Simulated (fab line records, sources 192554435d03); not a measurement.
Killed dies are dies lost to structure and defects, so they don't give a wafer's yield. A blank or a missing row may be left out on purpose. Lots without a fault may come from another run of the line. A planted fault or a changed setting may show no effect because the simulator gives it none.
Chamber matching | flow n5_finfet | N5_BEOL_M6_PECVD_70 on pecvd-04: 3 sister chambers
The step deposits SiO2 from TEOS/O2, target thk 20 nm, time 22.7 s. 22 wafers are shown with their chamber, then 11 later ones without.

WAFERS WITH THEIR CHAMBER
wafer  | chamber | throttle_valve_pct (%) | showerhead_plenum_p_Torr (Torr) | heater_power_w (W)
L074.2 | 0       | 23.0                   | 8.67                            | 676
L074.3 | 1       | 23.8                   | 8.87                            | 680
L074.6 | 0       | 23.4                   | 8.66                            | 666
L077.2 | 1       | 24.2                   | 8.88                            | 743
L077.3 | 0       | 23.8                   | 8.66                            | 621
L077.4 | 1       | 24.0                   | 8.85                            | 737
L078.2 | 0       | 23.3                   | 8.68                            | 683
L078.3 | 2       | 21.5                   | 8.70                            | 711
L078.6 | 2       | 21.4                   | 8.69                            | 706
L084.2 | 0       | 23.3                   | 8.69                            | 647
L084.3 | 1       | 23.9                   | 8.82                            | 723
L084.5 | 1       | 24.1                   | 8.84                            | 726
L086.3 | 2       | 21.3                   | 8.69                            | 672
L086.5 | 2       | 21.5                   | 8.70                            | 676
L086.6 | 1       | 23.9                   | 8.85                            | 681
L089.3 | 1       | 23.8                   | 8.85                            | 695
L089.5 | 1       | 24.0                   | 8.87                            | 721
L089.6 | 0       | 23.5                   | 8.68                            | 585
L088.1 | 0       | 23.6                   | 8.67                            | 620
L088.2 | 2       | 21.5                   | 8.70                            | 600
L088.4 | 0       | 23.4                   | 8.65                            | 609
L092.1 | 0       | 23.4                   | 8.67                            | 711

SIGNATURES (means of the wafers above)
reading                  | chamber 0 | chamber 1 | chamber 2 | scatter within a chamber
throttle_valve_pct       | 23.411    | 23.962    | 21.440    | 0.172
showerhead_plenum_p_Torr | 8.6700    | 8.8537    | 8.6960    | 0.0143
heater_power_w           | 646.44    | 713.25    | 673.00    | 36.6
Rule: a wafer's distance from a chamber is the root of the sum, over the readings, of the square of ((its reading less the chamber's mean) divided by the reading's scatter). The wafer belongs to the nearest chamber; if the next one is less than 2 further off, it can't be placed. The scatter: the root of (the sum of the squares of (reading less its chamber's mean) over the shown wafers, divided by (wafers less chambers)).

WAFERS WITHOUT THEIR CHAMBER
wafer  | throttle_valve_pct (%) | showerhead_plenum_p_Torr (Torr) | heater_power_w (W)
L092.2 | 21.4                   | 8.69                            | 662
L092.4 | 21.7                   | 8.72                            | 672
L094.1 | 21.5                   | 8.70                            | 694
L094.3 | 23.3                   | 8.66                            | 619
L094.4 | 23.9                   | 8.85                            | 685
L093.1 | 23.3                   | 8.67                            | 718
L093.3 | 21.6                   | 8.67                            | 666
L093.5 | 23.4                   | 8.67                            | 692
L096.2 | 23.4                   | 8.66                            | 591
L096.4 | 23.6                   | 8.67                            | 596
L096.6 | 21.5                   | 8.70                            | 696

WHICH CHAMBER EACH WENT THROUGH
wafer  | from the rows above | in truth
L092.2 | 2                   | 2
L092.4 | 2                   | 2
L094.1 | 2                   | 2
L094.3 | 0                   | 0
L094.4 | 1                   | 1
L093.1 | 0                   | 0
L093.3 | 2                   | 2
L093.5 | 0                   | 0
L096.2 | 0                   | 0
L096.4 | 0                   | 0
L096.6 | 2                   | 2
Placed correctly: 11 of 11. Can't be placed from these rows: 0. Placed wrongly: 0.
